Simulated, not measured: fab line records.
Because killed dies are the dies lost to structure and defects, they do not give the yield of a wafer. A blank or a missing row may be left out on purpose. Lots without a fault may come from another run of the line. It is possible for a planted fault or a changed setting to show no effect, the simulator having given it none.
Which tool was responsible?    flow nand-harc    18 wafers from 6 lots sampled at 5 of the route's 1159 steps

## WHAT THE GAUGES SHOWED, per wafer
NHARC_END_SORT_01.
lot   measured      on         killed-at-array
L663  day 24 21:18  prober-02  36

## WHAT TOOL EACH LOT RAN ON (gives the tool, then ch and the chambers of the sampled wafers, and finally the start)
lot   NHARC_A_STAIRCASE_TRIM_200                     NHARC_A_STAIRCASE_ETCH_201                     NHARC_A_STAIRCASE_TRIM_224          NHARC_A_STAIRCASE_TRIM_226
L646  rie-diel-01 ch 0,2,3, day 11 23:14 or earlier  rie-diel-01 ch 0,2, day 11 23:14 or earlier    rie-diel-06 ch 0,1,2, day 11 23:14  rie-diel-06 ch 0,2, no start
L647  rie-diel-02 ch 0,1, day 12 08:28 or earlier    rie-diel-02 ch 1,2, day 12 08:28 or earlier    rie-diel-01 ch 0,1,2, day 12 08:28  rie-diel-01 ch 0,1,2, no start
L652  rie-diel-01 ch 1,2,3, day 13 12:41 or earlier  rie-diel-01 ch 1,2,3, day 13 12:41 or earlier  rie-diel-06 ch 0,1,3, day 13 12:41  rie-diel-06 ch 0,1,2, no start
L654  rie-diel-01 ch 0,1,3, day 14 22:57 or earlier  rie-diel-01 ch 1,2, day 14 22:57 or earlier    rie-diel-01 ch 0,2,3, day 14 22:57  rie-diel-01 ch 0,1, no start
L663  rie-diel-06 ch 1,2,3, day 15 21:41 or earlier  rie-diel-06 ch 0,3, day 15 21:41 or earlier    rie-diel-01 ch 1,2, day 15 21:41    rie-diel-01 ch 1,2, day 24 21:18 or earlier
L666  rie-diel-06 ch 0,2,3, day 16 23:20 or earlier  rie-diel-06 ch 0,1,3, day 16 23:20 or earlier  rie-diel-02 ch 0,3, day 16 23:20    rie-diel-02 ch 0,3, no start
- NHARC_A_STAIRCASE_TRIM_200: chemistry O2, time 211.2 s.
- NHARC_A_STAIRCASE_ETCH_201: etches the open film in C4F8/O2, target depth 100 nm, time 40.5 s.
- NHARC_A_STAIRCASE_TRIM_224: chemistry O2, time 211.2 s.
- NHARC_A_STAIRCASE_TRIM_226: chemistry O2, time 211.2 s.

## THE ANSWER, worked out from the rows above alone
Rule: the lots themselves supply what counts as usual. Put in order of their means at a reading, lots are off if they are a third of the lots or fewer, leave a main group of 4 or more, and stand apart from it by a gap of 3 or more times the standard deviation of the main group's means; of several such gaps the widest counts. The tables above print the reading to a certain number of digits; a main group whose means all agree to those digits is not used. A lot without any number at a reading at which 4 lots or more have one is off too. Where the step has rows for the other lots, those lots are counted as sound.
No lot is off on any of the readings shown, so nothing can be concluded from this.

## WHAT THE SIMULATOR HAD PUT IN
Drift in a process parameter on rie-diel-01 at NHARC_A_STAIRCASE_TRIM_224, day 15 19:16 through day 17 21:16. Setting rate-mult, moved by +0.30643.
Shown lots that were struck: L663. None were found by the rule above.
